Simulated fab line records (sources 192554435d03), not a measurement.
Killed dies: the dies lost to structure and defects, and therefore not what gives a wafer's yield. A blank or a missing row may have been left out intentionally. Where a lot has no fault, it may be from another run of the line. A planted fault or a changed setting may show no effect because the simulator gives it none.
fab line records ; flow n5-finfet
record lots=5; wafers=13; last-day=18
route steps=1938 shown BEOL_M2@868 BEOL_M4@1111 PASSIVATION@1936
lots untouched by any fault: they come from a run of this same line in which no faults occurred
start-h: hours from the record's first day to the start of the lot's first wafer shown ; wait-h: time in hours since the lot's previous step ; " repeats the value in the row above ; L1.1+2: a single row standing in for several wafers ; - no value present, or no start provided ; * or withheld: withheld ; < > ~ a bound
route shown NAME@n: names a module that has steps shown in the file, with the first one's number in the route ; usual: average and standard deviation across the fault-free wafers ; same: alike in all rows ; chamber/n: place in a boat ; sites: the reading at each site ; _std_site: how widely they spread, as a standard deviation ; _edge_site: outer sites' mean less inner sites' ; radius-mm: for every site, how far away it sits from the centre of the wafer ; mask NAME#n: copy n ; behind: the most recent tool/chamber to have shaped the wafer ; hold: the reason the lot was held/the length of the hold in hours/how it ended ; device: whichever transistor did not switch (one of n, p or np) ; end of line: at the end of the route, the tests of the same wafers ; for a step that has no rows: nothing shown but its recipe ; killed: the dies lost at the first sort to structure and to defects; this is not the yield of the wafer ; map: the dies of a wafer, with x for killed, . for not killed, _ for no die there
set.NAME: setting as actually run; set.NAME@STEP: the setting as run at that earlier step ; model.NAME: the simulator's own value behind a step, which no gauge read
lots at selected steps of the route; one table per step, one row per wafer
services: a tool's chamber out of use, with start hour (start-h, from the record's first day; less than 0 if before it), hours out, and reason
## steps
# step N5_BEOL_M2_COAT_68
# recipe resist=SiARC; temp-c=220; time-s=60; spin-rpm=1500; resist-thk-nm=12
# step N5_BEOL_M2_COAT_76
# recipe resist=underlayer; temp-c=205; time-s=60; spin-rpm=1500; resist-thk-nm=5
# step N5_BEOL_M2_COAT_22
# recipe resist=CAR-EUV; spin-rpm=1500; resist-thk-nm=30
# step N5_BEOL_M2_EBR_24
# recipe solvent=PGMEA; ebr-width-mm=1.5
# step N5_BEOL_M2_SOFTBAKE_23
# recipe temp-c=110; time-s=60; resist=CAR-EUV
# step N5_BEOL_M2_EXPOSE_25
# recipe mask-id=V1; na=0.33; source-shape=quasar; sigma-inner=0.2; sigma-outer=0.8; polarization=unpolarized; defocus-nm=5; dose-mj=63
# step N5_BEOL_M2_PEB_26
# recipe peb-temp-c=100; peb-time-s=60; resist=CAR-EUV
# step N5_BEOL_M2_DEVELOP_27
# recipe develop-time-s=30; developer=TMAH; resist=CAR-EUV; rinse-liquid=surfactant-rinse; dry=air-spin; dev-temp-c=23
# step N5_BEOL_M2_CD_MEAS_28
# recipe target-cd-nm=26.2; landing-energy-ev=500; detector=se-inlens; target-cd-y-nm=24.1; polarity=opening
# usual cd-nm=26.18/0.26
lot.wafer;tool;chamber;start-h;wait-h;cd-nm
L187.1;cd-sem-03;0;131.95;-;26.07
L187.2;cd-sem-03;0;131.95;-;25.89
L187.3;cd-sem-03;0;131.95;-;26.51
L193.2;cd-sem-02;0;178.42;-;26.20
L193.3;cd-sem-02;0;178.42;-;26.61
L193.6;cd-sem-02;0;178.42;-;26.06
L194.2;cd-sem-02;0;185.04;-;25.95
L194.4;cd-sem-02;0;185.04;-;25.72
L194.6;cd-sem-02;0;185.04;-;25.49
L200.1;cd-sem-02;0;217.18;-;26.41
L200.3;cd-sem-02;0;217.18;-;25.93
L200.4;cd-sem-02;0;217.18;-;26.52
L210.4;cd-sem-02;0;278.57;-;25.49
# step N5_BEOL_M2_OVL_MEAS_29
# recipe points-per-wafer=522
# usual V1_OVL=0.6/0.7
lot.wafer;tool;chamber;start-h;wait-h;V1_OVL[nm]
L187.1;overlay-01;0;131.98;0.0;1.0
L187.2;overlay-01;0;131.98;0.0;-0.1
L187.3;overlay-01;0;131.98;0.0;1.0
L193.2;overlay-01;0;178.46;0.0;1.1
L193.3;overlay-01;0;178.46;0.0;1.4
L193.6;overlay-01;0;178.46;0.0;1.1
L194.2;overlay-02;0;185.08;0.0;0.2
L194.4;overlay-02;0;185.08;0.0;-0.4
L194.6;overlay-02;0;185.08;0.0;0.1
L200.1;overlay-01;0;217.21;0.0;0.4
L200.3;overlay-01;0;217.21;0.0;0.7
L200.4;overlay-01;0;217.21;0.0;0.3
L210.4;overlay-01;0;278.61;0.0;1.0
# step N5_BEOL_M2_INSPECT_30
# recipe mode=adi; inspect-instrument=brightfield
# usual raw-defect-count=442/110
lot.wafer;tool;chamber;start-h;wait-h;raw-defect-count
L187.1;defect-inspect-02;-;132.04;0.1;368
L187.2;defect-inspect-02;-;132.04;0.1;431
L187.3;defect-inspect-02;-;132.04;0.1;486
L193.2;defect-inspect-02;-;178.51;0.0;373
L193.3;defect-inspect-02;-;178.51;0.0;383
L193.6;defect-inspect-02;-;178.51;0.0;427
L194.2;defect-inspect-01;-;185.13;0.0;289
L194.4;defect-inspect-01;-;185.13;0.0;314
L194.6;defect-inspect-01;-;185.13;0.0;266
L200.1;defect-inspect-01;-;217.27;0.1;675
L200.3;defect-inspect-01;-;217.27;0.1;513
L200.4;defect-inspect-01;-;217.27;0.1;635
L210.4;defect-inspect-01;-;278.66;0.0;612
# step N5_BEOL_M2_DESCUM_33
# recipe chemistry=O2; time-s=7; source-power-w=50; bias-power-w=20; pressure-mtorr=20; rf-frequency-hz=2.712e+07; temp-c=40; resist=CAR-EUV; o2-flow-sccm=225
# usual bias-power-w=19.99/0.052; chamber-pressure-mTorr=20.000/0.02; drypump-motor-current-A=5.8/0.42; oes-product-au=0.80/0.1; rf-vpp-V=243.4/1.5; showerhead-plenum-p-Torr=2.11/0.078; throttle-valve-pct=20.38/0.29
lot.wafer;tool;chamber;start-h;wait-h;bias-power-w;chamber-pressure-mTorr;drypump-motor-current-A;oes-product-au;rf-hours-counter-h;rf-vpp-V;showerhead-plenum-p-Torr;throttle-valve-pct
L187.1;rie-diel-03;0;132.07;0.0;20.02;20.030;5.8;0.70;197;244.2;2.18;20.10
L187.2;rie-diel-03;3;132.07;0.0;19.94;19.981;5.5;0.97;3;242.2;2.07;20.48
L187.3;rie-diel-03;1;132.07;0.0;20.10;19.999;5.8;0.90;13;242.8;2.13;20.36
L193.2;rie-diel-03;1;178.55;0.0;20.01;20.007;5.8;0.87;29;244.6;2.12;20.38
L193.3;rie-diel-03;3;178.55;0.0;20.04;19.974;5.5;0.92;18;242.3;2.07;20.51
L193.6;rie-diel-03;3;178.55;0.0;20.01;19.983;5.5;0.93;-;243.3;2.07;20.50
L194.2;rie-diel-05;1;185.16;0.0;19.99;19.983;5.6;0.71;208;240.4;1.97;20.24
L194.4;rie-diel-05;0;185.16;0.0;20.04;20.002;6.6;0.81;106;244.0;2.19;20.45
L194.6;rie-diel-05;1;185.16;0.0;19.99;20.008;5.6;0.71;-;241.4;1.97;20.25
L200.1;rie-diel-05;1;217.31;0.0;19.99;19.989;5.6;0.70;220;241.9;1.96;20.28
L200.3;rie-diel-05;0;217.31;0.0;19.98;20.020;6.6;0.80;118;245.0;2.18;20.45
L200.4;rie-diel-05;3;217.31;0.0;20.07;19.994;5.7;0.69;229;243.1;2.08;20.52
L210.4;rie-diel-05;3;278.69;0.0;19.97;20.011;5.7;0.67;249;241.7;2.08;20.54
# step N5_BEOL_M2_ETCH_77
# recipe chemistry=N2/H2; target=underlayer; target-depth-a=65; mask-material=CAR-EUV; time-s=5.2; ion-energy-ev=200; pressure-mtorr=30; source-w=840; bias-w=150; n2-flow-sccm=200; h2-flow-sccm=200; ends=cleared
# usual chamber-pressure-mTorr=30.00/0.043; drypump-motor-current-A=5.8/0.43; etch-rf-on-time-s=5.19/0.1; oes-product-au=0.68/0.087; rf-vpp-V=525/3.2; showerhead-plenum-p-Torr=2.56/0.1; throttle-valve-pct=17.80/0.24
lot.wafer;tool;chamber;start-h;wait-h;chamber-pressure-mTorr;drypump-motor-current-A;etch-rf-on-time-s;oes-product-au;rf-hours-counter-h;rf-vpp-V;showerhead-plenum-p-Torr;throttle-valve-pct
L187.1;rie-diel-03;0;132.11;0.0;30.00;5.8;5.42;0.60;197;527;2.62;17.43
L187.2;rie-diel-03;3;132.11;0.0;30.00;5.5;5.21;0.81;3;523;2.48;17.60
L187.3;rie-diel-03;1;132.11;0.0;30.01;5.8;5.20;0.77;13;525;2.62;18.01
L193.2;rie-diel-03;1;178.58;0.0;30.04;5.8;5.08;0.74;29;525;2.61;18.04
L193.3;rie-diel-03;3;178.58;0.0;29.97;5.5;5.18;0.79;18;522;2.47;17.63
L193.6;rie-diel-03;3;178.58;0.0;29.97;5.5;5.18;0.79;-;522;2.47;17.64
L194.2;rie-diel-05;1;185.20;0.0;29.97;5.6;5.34;0.59;208;519;2.41;17.81
L194.4;rie-diel-05;0;185.20;0.0;30.01;6.6;5.29;0.68;106;528;2.68;17.97
L194.6;rie-diel-05;1;185.20;0.0;29.95;5.6;5.36;0.59;-;520;2.41;17.79
L200.1;rie-diel-05;1;217.34;0.0;29.97;5.6;5.34;0.58;220;519;2.41;17.82
L200.3;rie-diel-05;0;217.34;0.0;30.03;6.6;5.21;0.69;118;527;2.67;17.99
L200.4;rie-diel-05;3;217.34;0.0;29.93;5.7;5.16;0.60;229;522;2.50;17.80
L210.4;rie-diel-05;3;278.73;0.0;30.02;5.7;6.15;0.53;249;523;2.50;17.82
# step N5_BEOL_M2_ETCH_69
# recipe chemistry=CF4; target=SiARC; target-depth-a=156; mask-material=CAR-EUV; time-s=26; ion-energy-ev=80; pressure-mtorr=40; source-w=545; bias-w=36; Ar_flow_sccm=100; cf4-flow-sccm=100; ends=cleared
# usual chamber-pressure-mTorr=40.00/0.039; drypump-motor-current-A=5.8/0.42; etch-rf-on-time-s=26.1/0.52; oes-product-au=0.68/0.087; rf-vpp-V=184.2/1.3; showerhead-plenum-p-Torr=2.16/0.083; throttle-valve-pct=15.58/0.24
lot.wafer;tool;chamber;start-h;wait-h;chamber-pressure-mTorr;drypump-motor-current-A;etch-rf-on-time-s;oes-product-au;rf-hours-counter-h;rf-vpp-V;showerhead-plenum-p-Torr;throttle-valve-pct
L187.1;rie-diel-03;0;132.13;0.0;39.99;5.8;27.0;0.60;197;183.4;2.22;15.37
L187.2;rie-diel-03;3;132.13;0.0;39.99;5.5;25.9;0.82;3;183.5;2.11;15.51
L187.3;rie-diel-03;1;132.13;0.0;40.00;5.8;25.8;0.77;13;184.0;2.17;15.48
L193.2;rie-diel-03;1;178.60;0.0;39.99;5.8;25.8;0.75;29;185.0;2.16;15.51
L193.3;rie-diel-03;3;178.60;0.0;39.98;5.5;26.0;0.79;18;183.4;2.11;15.55
L193.6;rie-diel-03;3;178.60;0.0;39.98;5.5;25.8;0.78;-;183.0;2.11;15.53
L194.2;rie-diel-05;1;185.21;0.0;40.02;5.6;26.6;0.60;208;181.5;2.03;15.60
L194.4;rie-diel-05;0;185.21;0.0;39.96;6.6;26.5;0.68;106;184.4;2.25;15.70
L194.6;rie-diel-05;1;185.21;0.0;39.93;5.6;26.7;0.59;-;182.7;2.03;15.62
L200.1;rie-diel-05;1;217.36;0.0;39.99;5.6;26.8;0.58;220;181.9;2.03;15.63
L200.3;rie-diel-05;0;217.36;0.0;40.00;6.6;26.1;0.68;118;185.6;2.25;15.72
L200.4;rie-diel-05;3;217.36;0.0;40.02;5.7;25.5;0.61;229;183.8;2.11;15.64
L210.4;rie-diel-05;3;278.75;0.0;40.03;5.7;25.9;0.58;249;183.3;2.11;15.70
# step N5_BEOL_M4_RC_MEAS_101
# usual DIBL_N=36.5/1.8; DIBL_P=36.5/2.1; IOFF_N=0.17/0.031; IOFF_P=0.22/0.036; ION_N=677/11; ION_P=463/8; SS_N=71.6/0.61; SS_P=73.3/0.63; VT_N=249/3.1; VT_P=-250/3.3
lot.wafer;tool;chamber;start-h;wait-h;DIBL_N[mV/V];DIBL_P[mV/V];IOFF_N[nA/um];IOFF_P[nA/um];ION_N[uA/um];ION_P[uA/um];SS_N[mV/dec];SS_P[mV/dec];VT_N[mV];VT_P[mV]
L187.1;prober-02;0;166.08;0.0;35.4;36.4;0.16;0.21;671;458;71.1;73.3;247;-250
L187.2;prober-02;0;166.08;0.0;34.7;34.5;0.16;0.18;685;461;71.2;72.8;249;-253
L187.3;prober-02;0;166.08;0.0;36.0;36.8;0.18;0.22;684;462;71.1;74.0;251;-248
L194.2;prober-01;0;212.12;0.2;37.0;37.4;0.18;0.23;691;471;71.1;73.8;246;-248
L194.4;prober-01;0;212.12;0.2;36.4;35.4;0.15;0.19;671;461;71.6;72.8;251;-252
L194.6;prober-01;0;212.12;0.2;38.8;38.7;0.21;0.25;692;466;71.7;74.3;244;-247
L193.2;prober-02;0;212.41;0.2;38.8;40.8;0.22;0.30;697;477;72.2;74.5;243;-243
L193.3;prober-02;0;212.41;0.2;34.9;35.1;0.14;0.18;677;463;71.1;72.5;252;-249
L193.6;prober-02;0;212.41;0.2;36.1;37.0;0.16;0.21;683;469;71.5;73.2;248;-251
L200.1;prober-02;0;247.44;0.0;38.2;39.1;0.18;0.22;683;463;71.7;74.0;247;-251
L200.3;prober-02;0;247.44;0.0;36.5;37.7;0.17;0.20;686;466;71.3;72.8;247;-253
L200.4;prober-02;0;247.44;0.0;37.4;38.5;0.19;0.22;699;468;71.8;74.9;246;-252
L210.4;prober-01;0;335.51;0.5;40.1;39.8;0.20;0.28;673;465;72.6;74.4;251;-245
# step N5_PASSIVATION_PROBE_49
# usual defect-limited-yield=91.4/1.5; killed_at_M0_to_M3=35/11; killed_at_M4_up=16/7; killed-at-contacts=11/5.3; killed-at-front-end=37/11; killed-at-other=3.1/2.8; killed-dies=102/18; killed-open=69/15; killed-short=31/7.8; sort_bin_5_function=5.1/1.1; sort_bin_6_memory=3.2/0.69; sort-n-pass=1078/18; sort-yield-pct=91.4/1.5
# same gross-dies=1180; killed-at-back-side=0; sort_bin_4_leakage[%]=0; sort_bin_8_speed[%]=0
lot.wafer;tool;chamber;start-h;wait-h;defect-limited-yield[%];killed_at_M0_to_M3;killed_at_M4_up;killed-at-contacts;killed-at-front-end;killed-at-other;killed-dies;killed-open;killed-short;sort_bin_5_function[%];sort_bin_6_memory[%];sort-n-pass;sort-yield-pct[%]
L187.1;prober-02;-;265.34;0.0;89.8;28;23;12;55;2;120;69;48;6.5;3.1;1060;89.8
L187.2;prober-02;-;265.39;0.1;91.3;31;16;9;42;5;103;77;24;5.1;3.5;1077;91.3
L187.3;prober-02;-;265.44;0.1;91.0;19;19;22;43;3;106;74;31;4.8;3.6;1074;91.0
L193.2;prober-02;-;318.13;0.1;93.4;24;5;12;33;4;78;52;24;3.4;2.8;1102;93.4
L193.3;prober-02;-;318.18;0.1;92.0;31;17;8;38;0;94;61;29;4.1;3.4;1086;92.0
L193.6;prober-02;-;318.33;0.3;92.2;27;16;14;35;0;92;67;25;4.5;3.0;1088;92.2
# killed by level:class
L187.1 FIN_SAQP:geometric-particle:open=20 FIN_SAQP:geometric-particle:short=17 BEOL_M4:geometric-particle:open=13 MOL_CONTACT_COAG:geometric-particle:open=8 BEOL_M0_SAQP:geometric-particle:short=8 BEOL_M1:geometric-particle:short=5 STI_FIN_REVEAL:geometric-particle:open=4 BEOL_M0:geometric-particle:open=4
L187.2 FIN_SAQP:geometric-particle:open=15 BEOL_M1:geometric-particle:open=9 BEOL_M4:geometric-particle:open=9 MOL_CONTACT_COAG:geometric-particle:open=8 BEOL_M2:geometric-particle:open=8 FIN_SAQP:geometric-particle:short=5 BEOL_M3:geometric-particle:open=5 BEOL_M0:geometric-particle:open=4
L187.3 MOL_CONTACT_COAG:geometric-particle:open=18 FIN_SAQP:geometric-particle:open=10 STI_FIN_REVEAL:geometric-particle:open=6 BEOL_M2:geometric-particle:open=6 FIN_SAQP:geometric-particle:short=5 BEOL_M5:geometric-particle:open=5 MOL_CONTACT_COAG:geometric-particle:short=4 STARTING-WAFER:geometric-particle:open=4
L193.2 BEOL_M0_SAQP:geometric-particle:open=13 MOL_CONTACT_COAG:geometric-particle:open=10 STI_FIN_REVEAL:geometric-particle:open=6 FIN_SAQP:geometric-particle:open=5 FIN_SAQP:geometric-particle:short=4 STI_FIN_REVEAL:geometric-particle:short=4 GATE_CUT:geometric-particle:short=3 BEOL_M0_SAQP:geometric-particle:short=3
L193.3 BEOL_M1:geometric-particle:open=11 FIN_SAQP:geometric-particle:open=10 BEOL_M0_SAQP:geometric-particle:open=9 FIN_SAQP:geometric-particle:short=7 BEOL_M0_SAQP:geometric-particle:short=6 MOL_CONTACT_COAG:geometric-particle:open=5 STI_FIN_REVEAL:geometric-particle:open=4 HKMG_FIN:area-etch=4
L193.6 FIN_SAQP:geometric-particle:open=10 BEOL_M1:geometric-particle:open=8 MOL_CONTACT_COAG:geometric-particle:short=7 STI_FIN_REVEAL:geometric-particle:open=7 MOL_CONTACT_COAG:geometric-particle:open=7 BEOL_M4:geometric-particle:open=7 BEOL_M3:geometric-particle:open=4 STARTING-WAFER:geometric-particle:open=4
## services
tool;chamber;start-h;hours;kind
rie-diel-03;-;118.04;2.8;pm
rie-diel-05;0;166.50;3.8;repair
rie-diel-05;3;168.28;4.5;repair
rie-diel-03;3;197.84;8.7;repair
rie-diel-03;3;214.28;5.1;repair
rie-diel-03;2;219.44;-;clean
rie-diel-03;2;219.44;-;consumable-replace:focus-ring
rie-diel-03;2;219.44;-;consumable-replace:showerhead
rie-diel-03;2;219.44;15.1;scheduled-down
rie-diel-03;2;219.44;15.1;vent-cycle
rie-diel-03;3;248.74;6.3;repair
rie-diel-05;3;256.33;3.1;repair
rie-diel-03;2;262.22;1.6;repair
rie-diel-03;0;267.43;-;clean
rie-diel-03;0;267.43;-;consumable-replace:focus-ring
rie-diel-03;0;267.43;13.4;scheduled-down
rie-diel-03;0;267.43;13.4;vent-cycle
## key
first-sign step=N5_BEOL_M2_ETCH_77; reading=etch-rf-on-time-s; direction=up; sigmas=9.3; usual=*; struck=*
effect none on later readings
met-at N5_BEOL_M2_ETCH_77
struck-wafers L210.4
onset-between 217.34 278.73
earlier-fault kind=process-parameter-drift; tool=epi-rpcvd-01; chamber=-; onset-h=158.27; steps=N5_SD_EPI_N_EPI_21; channel=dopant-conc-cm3; offset=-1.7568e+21; shape=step; end-h=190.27; acts-in=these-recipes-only; stated=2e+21
fault kind=process-parameter-drift; tool=rie-diel-05; chamber=3; onset-h=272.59; steps=N5_BEOL_M2_ETCH_77; channel=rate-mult; offset=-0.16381; shape=step; end-h=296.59
